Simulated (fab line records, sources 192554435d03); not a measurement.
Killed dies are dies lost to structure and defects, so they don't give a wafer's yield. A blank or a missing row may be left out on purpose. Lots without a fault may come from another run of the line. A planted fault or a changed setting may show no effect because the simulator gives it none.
A struck lot beside a sound one | flow n5_finfet | 15 steps out of a route of 1938
Sound: wafers L251.1, L251.3, L251.6. Struck: wafer L258.4. (L258.3 of the same lot was not struck and is left out.) The cause comes at the end.
At each step with rows: each side's tool, then ch and its chambers, then its first start. Under that, the readings that differ: sound wafers | struck wafers | difference of the means | sigmas: that difference in standard deviations of wafers without a fault.
alike: readings whose means differ by less than 2 such deviations, and words and numbers that are the same on both sides. not compared: withheld readings, readings that some wafer has no value for, bounds like >300 that may hide the same value, and numbers for which the record gives no deviation and whose values overlap.
The two part at a step that has a row with sigmas, a row that says differs or no value, or rows on one side only. Numbers that don't overlap but have no deviation are shown without sigmas and don't part them. A reading that every wafer of one side lacks parts them only if that side has two wafers or more.

N5_BEOL_M11_VIA_ETCH_34: etches SiCOH lowk in C4F6/O2, target depth 184.5 nm, time 69.2 s.
  sound on rie_diel-02 ch 0,1,2, day 14 00:02; struck on rie_diel-02 ch 1, day 16 01:35
  alike: drypump_motor_current_A, oes_product_au, rf_vpp_V, showerhead_plenum_p_Torr, throttle_valve_pct
  not compared: rf_hours_counter_h
then, 1 step without rows for these wafers: N5_BEOL_M11_STRIP_73 (strips in C4F6/O2).
N5_BEOL_M11_STRIP_36: strips in N2/H2.
  sound on rie_diel-02 ch 0,1,2, day 14 00:05; struck on rie_diel-02 ch 1, day 16 01:39
  alike: drypump_motor_current_A, oes_product_au, rf_vpp_V, showerhead_plenum_p_Torr, throttle_valve_pct
  not compared: rf_hours_counter_h
then, 1 step without rows for these wafers: N5_BEOL_M11_TRENCH_ETCH_37 (etches SiCOH lowk in C4F6/O2, target depth 148.83 nm, time 48 s).
N5_BEOL_M11_ETCH_41: etches SiCN in CH3F/O2, target depth 42.6 nm, time 86 s.
  sound on rie_diel-02 ch 0,1,2; struck on rie_diel-02 ch 1
  alike: drypump_motor_current_A, oes_product_au, rf_vpp_V, showerhead_plenum_p_Torr, throttle_valve_pct
  not compared: rf_hours_counter_h
N5_BEOL_M11_STRIP_77: strips in N2/H2, time 10 s.
  sound on rie_diel-02 ch 0,1,2; struck on rie_diel-02 ch 1
  alike: drypump_motor_current_A, oes_product_au, rf_vpp_V, showerhead_plenum_p_Torr, throttle_valve_pct
  not compared: rf_hours_counter_h
N5_BEOL_M11_OCD_MEAS_38:
  sound on ocd-02, day 14 00:19; struck on ocd-02, day 16 01:52
  alike: trench_depth_nm
then, 4 steps without rows for these wafers: N5_BEOL_M11_HM_STRIP_39 (strips TiN in peroxide tin strip, target depth 25 nm, time 158 s); N5_BEOL_M11_SRD_40 (time 30 s); N5_BEOL_M11_PRECLEAN_42 (cleans in residue remover, time 60 s); N5_BEOL_M11_SRD_43 (time 30 s).
N5_BEOL_M11_CD_MEAS_35: target cd 70 nm.
  sound on cd_sem-03, day 14 00:28; struck on cd_sem-03, day 16 02:08
  alike: cd_nm
N5_BEOL_M11_CURE_72: cures SiCOH lowk, time 120 s.
  sound on uv_cure-02 ch 1, day 14 00:31; struck on uv_cure-03 ch 1, day 16 02:17
  reading            | sound             | struck | difference | sigmas
  lamp_power_pct (%) | 52.34 52.34 52.32 | 51.38  | -0.95      | -18
  run_length_s (s)   | 178.3 177.8 177.5 | 162.1  | -15.8      | -14
  alike: wafer_temp_C_max
N5_BEOL_M11_DEGAS_44: time 60 s.
  sound on pvd_sputter-02, day 14 01:04; struck on pvd_sputter-01, day 16 02:47
  alike: heater_power_w
N5_PASSIVATION_PROBE_49:
  sound on prober-02, day 15 12:09; struck on prober-01, day 17 15:13
  reading                 | sound       | struck | difference | sigmas
  killed_at_contacts      | 14 19 10    | 2      | -12        | -2
  killed_open             | 88 88 110   | 58     | -37        | -3
  sort_bin_5_function (%) | 7.4 6.4 7.9 | 4.8    | -2.4       | -2
  alike: defect_limited_yield, killed_at_M0_to_M3, killed_at_M4_up, killed_at_front_end, killed_at_other, killed_dies, killed_short, sort_bin_6_memory, sort_n_pass, sort_yield_pct

WHERE THEY PART
First at N5_BEOL_M11_CURE_72; last, within this record, at N5_PASSIVATION_PROBE_49.

WHY: what the simulator had put in
Process parameter drift: uv_cure-03, from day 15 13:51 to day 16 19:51, at N5_BEOL_M11_CURE_72. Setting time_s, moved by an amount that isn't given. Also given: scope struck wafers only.
